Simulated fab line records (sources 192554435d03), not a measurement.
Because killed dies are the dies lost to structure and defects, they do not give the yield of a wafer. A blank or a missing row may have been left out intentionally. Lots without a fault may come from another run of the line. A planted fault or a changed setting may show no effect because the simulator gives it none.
Matching of chambers -- flow n5 finfet -- N5_BEOL_M9_CURE_71 on uv cure-02 has 3 sister chambers
The step cures SiCOH lowk, time 240 s. 3 wafers are shown with their chamber, then 8 later ones without.

## WAFERS WITH THEIR CHAMBER
wafer,chamber,wafer_temp_C_max
L074.5,2,386.2
L088.3,0,385.7
L092.2,1,388.4

## WAFERS MISSING THEIR CHAMBER
wafer,wafer_temp_C_max
L092.3,388.2
L092.4,387.8
L091.2,387.5
L091.3,387.7
L091.6,387.5
L095.1,386.1
L095.3,386.3
L095.4,386.6

## CHAMBER TAKEN BY EACH
wafer,from the rows above,in truth
L092.3,1,1
L092.4,can't be placed: 1 or 2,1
L091.2,can't be placed: 1 or 2 or 0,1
L091.3,can't be placed: 1 or 2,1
L091.6,can't be placed: 1 or 2 or 0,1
L095.1,can't be placed: 2 or 0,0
L095.3,can't be placed: 2 or 0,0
L095.4,can't be placed: 2 or 0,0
Correct placement for 1 of the 8. Cannot be placed on the basis of these rows: 7; the candidates contain the true chamber in 7. Number placed wrongly: 0.
How it was worked out, from the rows above alone: a wafer's distance from a chamber is the root of the sum, over the readings, of the square of ((its reading less the chamber's mean) divided by the reading's scatter). The wafer belongs to the nearest chamber; if the next one is less than 2 further off, it can't be placed. A chamber's mean is the mean of its shown wafers. The scatter: root of mean squared gap, hidden wafer to nearest shown wafer, with one shown wafer a chamber.
